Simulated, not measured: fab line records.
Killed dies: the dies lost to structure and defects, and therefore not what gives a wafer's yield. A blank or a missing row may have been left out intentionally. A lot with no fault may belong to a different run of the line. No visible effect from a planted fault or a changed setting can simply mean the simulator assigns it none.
A lot that was struck, set against a sound lot / flow n5Finfet / 19 steps out of a route of 1938
Sound: these wafers, L340.2, L340.3, L340.6. Struck: wafers L347.1, L347.4, L347.5. The cause is named last.
Each step with rows lists, per side, the tool, then ch with its chambers, then its first start. Under that, the readings that differ: sound wafers / struck wafers / difference of the means / sigmas: that difference in standard deviations of wafers without a fault.
alike: same words and numbers on both sides, and readings whose means sit less than 2 such deviations apart. not compared: any withheld reading, any reading some wafer has no value for, any bound like >300 that may hide the same value, and any number with overlapping values for which the record gives no deviation.
The two part at a step that has a row with sigmas, a row that says differs or no value, or rows on one side only. When numbers do not overlap yet have no deviation, they are printed without sigmas and do not part them. A reading that every wafer of one side lacks parts them only if that side has two wafers or more.

N5_FIN_SAQP_CD_MEAS_37 targets a cd of 8 nm.
  struck on cdSem-03, day 5 09:13; sound on cdSem-01, day 3 14:01
  alike: cdNm
then, 3 steps without rows for these wafers: N5_FIN_SAQP_PRECLEAN_38 (cleans in O3/DIW, time 45 s); N5_FIN_SAQP_PRECLEAN_45 (cleans in dHF, time 10 s); N5_FIN_SAQP_SRD_39 (time 30 s).
N5_FIN_SAQP_OCD_MEAS_76:
  struck on ocd-02, day 5 09:19; sound on ocd-01, day 3 14:07
  alike: trenchDepthNm
N5_FIN_SAQP_INSPECT_40: inspects for defects (brightfield).
  struck on defectInspect-02, day 5 09:21; sound on defectInspect-01, day 3 14:08
  alike: rawDefectCount
then, 6 steps without rows for these wafers: N5_FIN_CUT_COAT_18 (time 60 s, resist thk 230 nm); N5_FIN_CUT_COAT_19 (time 60 s, resist thk 20 nm); N5_FIN_CUT_COAT_29 (time 60 s, resist thk 10 nm); N5_FIN_CUT_COAT_02 (resist thk 30 nm); N5_FIN_CUT_EBR_04; N5_FIN_CUT_SOFTBAKE_03 (time 60 s).
N5_FIN_CUT_EXPOSE_05: exposes mask FIN CUT.
  sound on euvScanner-01 ch 0, day 3 14:19; struck on euvScanner-01 ch 0, day 5 09:38
reading=model.FIN_CUT.overlayXNm (nm); sound=0.2 0.2 0.2; struck=4 4 4; difference=+4; sigmas=
  alike: mask
then, 2 steps without rows for these wafers: N5_FIN_CUT_PEB_06 (peb time 60 s); N5_FIN_CUT_DEVELOP_07 (develop time 30 s).
N5_FIN_CUT_CD_MEAS_08 targets a cd of 29.1 nm.
  sound on cdSem-01 ch 0, day 3 14:27; struck on cdSem-03 ch 0, day 5 09:47
  alike: cdNm
N5_FIN_CUT_OVL_MEAS_09:
  sound on overlay-01 ch 0, day 3 14:29; struck on overlay-02 ch 0, day 5 09:49
reading=FIN_CUT_OVL (nm); sound=0.0 0.5 -0.4; struck=3.9 3.5 5.2; difference=+4.2; sigmas=+7
N5_FIN_CUT_INSPECT_10: inspects for defects (brightfield).
  struck on defectInspect-01, day 5 09:52; sound on defectInspect-01, day 3 14:32
  alike: rawDefectCount
-- record jumps: 5 days separate the struck wafers' starts on either side; left off in module FIN_CUT, taken up again in module BEOL_M4, whose first shown step is the route's number 1111 --
N5_BEOL_M4_RC_MEAS_101:
  sound on prober-01 ch 0, day 9 01:01; struck on prober-01 ch 0, day 10 20:19
reading=VT_P (mV); sound=-249 -246 -246; struck=-254 -252 -256; difference=-7; sigmas=-2
  alike: DIBL_N, DIBL_P, IOFF_N, IOFF_P, ION_N, ION_P, SS_N, SS_P, VT_N

## WHERE THEY PART
Earliest at N5_FIN_CUT_OVL_MEAS_09; latest, in this record, at N5_BEOL_M4_RC_MEAS_101.

WHY: what the simulator had put in
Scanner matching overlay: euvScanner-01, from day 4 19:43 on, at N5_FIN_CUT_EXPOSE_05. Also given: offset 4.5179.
